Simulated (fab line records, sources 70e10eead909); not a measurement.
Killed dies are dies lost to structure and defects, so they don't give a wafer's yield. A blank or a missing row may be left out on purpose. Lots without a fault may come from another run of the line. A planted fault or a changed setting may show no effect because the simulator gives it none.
Which tool did it? | flow nand_harc | 9 lots, 27 wafers sampled, at 7 steps of a route of 1302

WHAT THE GAUGES READ, wafer by wafer
NHARC_A_CHANNEL_HOLE_D1_CD_MEAS_30.
lot  | measured     | on        | cd_nm (nm)
L902 | day 9 05:20  | cd_sem-03 | 89.5 92.8 87.1
L906 | day 10 16:07 | cd_sem-01 | 93.7 91.7 92.0
L912 | day 13 08:05 | cd_sem-01 | -0.5 1.8 3.7
L913 | day 13 14:40 | cd_sem-03 | 1.2 0.1 3.9
L914 | day 14 15:47 | cd_sem-02 | 89.7 88.1 89.5
L916 | day 15 05:01 | cd_sem-02 | 86.6 90.2 90.2
L917 | day 15 19:50 | cd_sem-03 | 88.7 91.5 89.7
L921 | day 17 02:08 | cd_sem-01 | 90.7 93.2 94.4
L923 | day 17 23:53 | cd_sem-01 | 90.7 90.9 90.6

NHARC_END_SORT_01.
lot  | measured     | on        | killed_at_array | killed_at_other | killed_at_periphery | killed_dies | killed_open | killed_short
L912 | day 29 04:56 | prober-02 | 670 673 668     | 6 3 5           | 1 1 4               | 677 677 677 | 3 5 4       | 1 6 5
L913 | day 29 12:46 | prober-02 | 672 674 675     | 2 1 1           | 3 2 1               | 677 677 677 | 2 5 3       | 3 8 3

WHICH TOOL RAN EACH LOT (tool, then ch and the chambers of the sampled wafers, then the start)
lot  | NHARC_A_CHANNEL_HOLE_D1_ETCH_24  | NHARC_A_CHANNEL_HOLE_D1_ETCH_25  | NHARC_A_CHANNEL_HOLE_D1_ETCH_44    | NHARC_A_CHANNEL_HOLE_D1_STRIP_27              | NHARC_A_CHANNEL_HOLE_D1_XSEM_31
L902 | har_etch-01 ch 0,1, day 9 01:56  | har_etch-01 ch 0,1, day 9 02:43  | rie_diel-09 ch 0,1, day 9 04:33    | rie_diel-09 ch 0,1,2, day 9 05:20 or earlier  | xsem-02 ch 0, day 9 05:26
L906 | har_etch-01 ch 0,1, day 10 12:50 | har_etch-01 ch 0,1, day 10 13:38 | rie_diel-02 ch 1,2,3, day 10 15:19 | rie_diel-02 ch 0,1,2, day 10 16:07 or earlier | xsem-02 ch 0, day 10 16:12
L912 | har_etch-01 ch 1, day 13 04:38   | har_etch-01 ch 1, day 13 05:24   | rie_diel-10 ch 0,1,3, day 13 07:18 | rie_diel-10 ch 0,1,2, day 13 08:05 or earlier | xsem-02 ch 0, day 13 08:11
L913 | har_etch-01 ch 0,1, day 13 11:16 | har_etch-01 ch 0,1, day 13 12:02 | rie_diel-10 ch 0,1,3, day 13 13:52 | rie_diel-10 ch 0,1,3, day 13 14:40 or earlier | xsem-01 ch 0, day 13 14:45
L914 | har_etch-01 ch 0,1, day 14 12:30 | har_etch-01 ch 0,1, day 14 13:17 | rie_diel-10 ch 0,1,2, day 14 14:58 | rie_diel-10 ch 0,2,3, day 14 15:47 or earlier | xsem-01 ch 0, day 14 15:52
L916 | har_etch-02 ch 0,1, day 15 01:37 | har_etch-02 ch 0,1, day 15 02:23 | rie_diel-10 ch 1,2,3, day 15 04:13 | rie_diel-10 ch 0,1, day 15 05:01 or earlier   | xsem-02 ch 0, day 15 05:07
L917 | har_etch-01 ch 0,1, day 15 16:49 | har_etch-01 ch 0,1, day 15 17:38 | rie_diel-10 ch 0,1, day 15 19:02   | rie_diel-10 ch 1,2, day 15 19:50 or earlier   | xsem-01 ch 0, day 15 19:56
L921 | har_etch-01 ch 0,1, day 16 22:48 | har_etch-01 ch 0,1, day 16 23:35 | rie_diel-02 ch 2,3, day 17 01:21   | rie_diel-02 ch 0,2,3, day 17 02:08 or earlier | xsem-02 ch 0, day 17 02:14
L923 | har_etch-01 ch 0,1, day 17 20:37 | har_etch-01 ch 0,1, day 17 21:24 | rie_diel-02 ch 0,2, day 17 23:05   | rie_diel-02 ch 1,2,3, day 17 23:53 or earlier | xsem-02 ch 0, day 17 23:58
- NHARC_A_CHANNEL_HOLE_D1_ETCH_24: etches the open film in C4F8/O2/Ar, time 906.2 s, target depth 1500 nm.
- NHARC_A_CHANNEL_HOLE_D1_ETCH_25: etches the open film in C4F8/O2/Ar, time 1040.2 s, target depth 1500 nm.
- NHARC_A_CHANNEL_HOLE_D1_ETCH_44: etches the open film in CF4/O2, target depth 140 nm, overetch 14 nm, time 77 s.
- NHARC_A_CHANNEL_HOLE_D1_STRIP_27: strips in O2.
- NHARC_A_CHANNEL_HOLE_D1_XSEM_31

WHAT THE TOOLS THEMSELVES READ (means of the sampled wafers that have a number; where no wafer has one, the mark that the record gives instead)
NHARC_A_CHANNEL_HOLE_D1_ETCH_24.
lot  | tool        | c4f8_flow_sccm (sccm) | chamber_pressure_mTorr (mTorr) | drypump_motor_current_A (A) | showerhead_plenum_p_Torr (Torr) | throttle_valve_pct (%)
L902 | har_etch-01 | 93.48                 | 20.005                         | 5.52                        | 3.67                            | 32.233
L906 | har_etch-01 | 93.77                 | 19.997                         | 5.51                        | 3.66                            | 32.235
L912 | har_etch-01 | -                     | -                              | -                           | -                               | -
L913 | har_etch-01 | -                     | -                              | -                           | -                               | -
L914 | har_etch-01 | 93.87                 | 19.992                         | 5.60                        | 3.66                            | 32.248
L916 | har_etch-02 | 93.75                 | 19.997                         | 5.28                        | 3.66                            | 32.235
L917 | har_etch-01 | 94.01                 | 20.016                         | 5.60                        | 3.65                            | 32.243
L921 | har_etch-01 | 93.97                 | 20.015                         | 5.59                        | 3.64                            | 32.232
L923 | har_etch-01 | 94.00                 | 19.994                         | 5.60                        | 3.63                            | 32.233

NHARC_A_CHANNEL_HOLE_D1_ETCH_25.
lot  | tool        | c4f8_flow_sccm (sccm) | chamber_pressure_mTorr (mTorr) | drypump_motor_current_A (A) | showerhead_plenum_p_Torr (Torr) | throttle_valve_pct (%)
L902 | har_etch-01 | 93.66                 | 20.004                         | 5.48                        | 3.67                            | 32.235
L906 | har_etch-01 | 93.83                 | 19.986                         | 5.49                        | 3.66                            | 32.241
L912 | har_etch-01 | 93.44                 | 19.989                         | 5.42                        | 3.61                            | 32.249
L913 | har_etch-01 | 93.95                 | 19.999                         | 5.61                        | 3.66                            | 32.228
L914 | har_etch-01 | 93.89                 | 20.027                         | 5.58                        | 3.66                            | 32.230
L916 | har_etch-02 | 93.60                 | 19.997                         | 5.27                        | 3.66                            | 32.230
L917 | har_etch-01 | 94.02                 | 19.995                         | 5.60                        | 3.65                            | 32.228
L921 | har_etch-01 | 93.87                 | 19.995                         | 5.59                        | 3.64                            | 32.237
L923 | har_etch-01 | 94.01                 | 20.004                         | 5.60                        | 3.63                            | 32.238

NHARC_A_CHANNEL_HOLE_D1_ETCH_44.
lot  | tool        | bias_w (W) | cf4_flow_sccm (sccm) | drypump_motor_current_A (A) | oes_product_au (a.u.) | rf_vpp_V (V) | showerhead_plenum_p_Torr (Torr) | throttle_valve_pct (%)
L902 | rie_diel-09 | 99.9       | 80.35                | 5.9                         | 1.005                 | 200.0        | 1.37                            | 13.400
L906 | rie_diel-02 | 100.2      | 79.54                | 5.6                         | 1.009                 | 196.8        | 1.30                            | 13.406
L912 | rie_diel-10 | 100.2      | 80.00                | 6.0                         | 0.987                 | 197.5        | 1.31                            | 13.398
L913 | rie_diel-10 | 99.9       | 79.91                | 6.0                         | 0.993                 | 197.9        | 1.31                            | 13.395
L914 | rie_diel-10 | 100.2      | 79.83                | 5.5                         | 0.982                 | 197.5        | 1.31                            | 13.400
L916 | rie_diel-10 | 100.0      | 80.04                | 5.6                         | 0.990                 | 195.9        | 1.29                            | 13.406
L917 | rie_diel-10 | 100.0      | 79.99                | 5.7                         | 0.976                 | 197.3        | 1.31                            | 13.403
L921 | rie_diel-02 | 100.0      | 79.97                | 5.5                         | 1.016                 | 195.9        | 1.26                            | 13.400
L923 | rie_diel-02 | 100.0      | 79.98                | 6.0                         | 1.001                 | 197.5        | 1.31                            | 13.401

NHARC_A_CHANNEL_HOLE_D1_STRIP_27.
lot  | tool        | drypump_motor_current_A (A) | oes_product_au (a.u.) | rf_vpp_V (V) | showerhead_plenum_p_Torr (Torr) | throttle_valve_pct (%)
L902 | rie_diel-09 | 5.7                         | 1.000                 | 57.8         | 3.63                            | 17.035
L906 | rie_diel-02 | 5.9                         | 1.009                 | 57.5         | 3.50                            | 17.040
L912 | rie_diel-10 | 5.6                         | 1.003                 | 57.5         | 3.46                            | 17.033
L913 | rie_diel-10 | 6.1                         | 0.992                 | 57.7         | 3.47                            | 17.044
L914 | rie_diel-10 | 5.8                         | 1.002                 | 57.1         | 3.46                            | 17.036
L916 | rie_diel-10 | 6.0                         | 0.991                 | 58.1         | 3.52                            | 17.043
L917 | rie_diel-10 | 5.2                         | 0.990                 | 57.2         | 3.39                            | 17.034
L921 | rie_diel-02 | 5.7                         | 1.016                 | 56.9         | 3.40                            | 17.043
L923 | rie_diel-02 | 5.6                         | 1.008                 | 58.0         | 3.41                            | 17.035

NHARC_A_CHANNEL_HOLE_D1_XSEM_31.
lot  | tool    | bot_cd_nm (nm) | bow_nm (nm) | tilt_deg (degrees)
L902 | xsem-02 | 75.5           | 9.0         | 0.09
L906 | xsem-02 | 76.6           | 9.1         | 0.09
L912 | xsem-02 | 2.0            | 0.4         | 0.07
L913 | xsem-01 | 1.5            | 0.0         | 0.10
L914 | xsem-01 | 75.4           | 8.5         | 0.08
L916 | xsem-02 | 73.3           | 8.8         | 0.12
L917 | xsem-01 | 74.8           | 8.4         | 0.03
L921 | xsem-02 | 77.4           | 8.8         | 0.08
L923 | xsem-02 | 75.1           | 9.4         | 0.08

THE ANSWER, worked out from the rows above alone
Rule: what is usual is taken from the lots themselves. Put in order of their means at a reading, lots are off if they are a third of the lots or fewer, leave a main group of 4 or more, and stand apart from it by a gap of 3 or more times the standard deviation of the main group's means; of several such gaps the widest counts. A main group whose means are all the same, to the digits that the tables above print for the reading, isn't used. A lot without any number at a reading at which 4 lots or more have one is off too. The other lots that the step has rows for count as sound. The gauges are gone through in route order, then the tools' own readings, and for those a lot's mean is taken as printed above. The first step at which some lot is off is used, and at that step the reading that is off furthest; a lot without a number counts as furthest.
Off: L912, L913, at NHARC_A_CHANNEL_HOLE_D1_CD_MEAS_30 (cd_nm). The main group: mean 90.5 nm, standard deviation 1.4.
A tool fits if, at a process step before that reading, it ran every lot that is off, and no sound lot after the first of them. The gauges at NHARC_A_CHANNEL_HOLE_D1_CD_MEAS_30 aren't tried: what is off there is off at NHARC_A_CHANNEL_HOLE_D1_ETCH_24 too, on other tools, and a gauge's error can't cause that. NHARC_A_CHANNEL_HOLE_D1_STRIP_27 gives no start for some lots, so the hours and the order of its lots are those of NHARC_A_CHANNEL_HOLE_D1_CD_MEAS_30. None of those tried fits.

WHAT THE SIMULATOR HAD PUT IN
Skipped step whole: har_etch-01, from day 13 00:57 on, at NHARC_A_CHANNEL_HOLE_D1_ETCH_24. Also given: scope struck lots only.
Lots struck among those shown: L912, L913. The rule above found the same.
